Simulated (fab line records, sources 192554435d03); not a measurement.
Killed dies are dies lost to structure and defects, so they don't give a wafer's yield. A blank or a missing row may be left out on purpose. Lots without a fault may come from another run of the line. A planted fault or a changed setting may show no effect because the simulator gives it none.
Split-lot experiment | flow n5_finfet | 7 lots, 21 wafers read, on a route of 1938 steps

THE SPLIT
At N5_PASSIVATION_EXPOSE_27 (exposes mask PAD, defocus 0 nm), the setting dose_mj was moved away from the recipe's 32.3 on 8 of the 21 wafers read, by -6.0% to +7.4%. The other wafers ran this setting at the recipe's value.

FROM THE SPLIT TO THE READING: what the file shows between them, 3 steps
- N5_PASSIVATION_PEB_28
- N5_PASSIVATION_DEVELOP_29: develop time 60 s
- N5_PASSIVATION_HARDBAKE_31: time 120 s

THE READING
cd_nm, in nm, at N5_PASSIVATION_CD_MEAS_30 (target cd 4000 nm). Fault-free wafers of this fab line usually give 4000.3 nm, standard deviation 1.6 nm.

wafer  | tool, chamber at the split | dose_mj as run | against the recipe | cd_nm, nm | against lot-mates on the recipe
L080.1 | krf_scanner-01, 0          | 32.3           | recipe             | 4001.7    | -
L080.4 | krf_scanner-01, 0          | 32.3           | recipe             | 4002.7    | -
L080.5 | krf_scanner-01, 0          | 32.3           | recipe             | 4000.6    | -
L083.1 | krf_scanner-02, 0          | 31.2           | -3.4%              | 3995.9    | -8.0
L083.4 | krf_scanner-02, 0          | 31.2           | -3.4%              | 3996.3    | -7.6
L083.5 | krf_scanner-02, 0          | 32.3           | recipe             | 4003.9    | -
L085.3 | krf_scanner-01, 0          | 30.36          | -6.0%              | 3989.7    | -11.2
L085.5 | krf_scanner-01, 0          | 32.3           | recipe             | 4000.9    | -
L085.6 | krf_scanner-01, 0          | 30.36          | -6.0%              | 3991.2    | -9.7
L088.1 | krf_scanner-01, 0          | 32.3           | recipe             | 4000.7    | -
L088.2 | krf_scanner-01, 0          | 32.3           | recipe             | 4000.0    | -
L088.6 | krf_scanner-01, 0          | 32.3           | recipe             | 3999.3    | -
L087.1 | krf_scanner-02, 0          | 34.7           | +7.4%              | 4013.4    | +13.0
L087.2 | krf_scanner-02, 0          | 34.7           | +7.4%              | 4012.9    | +12.5
L087.6 | krf_scanner-02, 0          | 32.3           | recipe             | 4000.4    | -
L095.1 | krf_scanner-01, 0          | 32.3           | recipe             | 3997.5    | -
L095.3 | krf_scanner-01, 0          | 31.13          | -3.6%              | 3993.6    | -3.9
L095.4 | krf_scanner-01, 0          | 31.13          | -3.6%              | 3993.1    | -4.4
L096.3 | krf_scanner-01, 0          | 32.3           | recipe             | 4001.8    | -
L096.5 | krf_scanner-01, 0          | 32.3           | recipe             | 4000.1    | -
L096.6 | krf_scanner-01, 0          | 32.3           | recipe             | 4003.4    | -

THE FIT
A straight line over all 21 wafers: cd_nm changes by +1.7 nm for each +1% of dose_mj; r = +0.97; the points scatter about the line by 1.5 nm.
The same after taking each lot's own level away (the mean of its wafers on the recipe; 21 wafers): +1.72 nm for each +1%; r = +0.98; scatter 1.2 nm.
On that fit, the largest move of dose_mj shifts the reading by 13 nm.
The lots' own levels span 3997.50 to 4003.90 nm, that is 4.0 times the standard deviation above.
So the lot-to-lot level changes the slope little: the two slopes agree.
Check: with one of the wafers moved furthest among these (+7.4%) left out of the fit, the line predicts +12.6 nm for it against its lot-mates. It came out at +13 nm against them.

OTHER SPLITS ON THESE WAFERS
These wafers also went through other splits before the reading. Each is held against what the fit with the lots' levels taken away leaves over:
other split on the same wafers    | wafers away from the commonest value | r with cd_nm (lot level and that fit taken away)
N5_BEOL_M13_TRENCH_ETCH_34 time_s | 6                                    | +0.07
N5_BEOL_M15_EXPOSE_07 dose_mj     | 8                                    | +0.08
N5_BEOL_M15_SPUTTER_44 power_w    | 6                                    | +0.30

THE FILE'S OWN FIT
cd_nm changes by +1.72 nm for each +1% of dose_mj, r = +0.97.
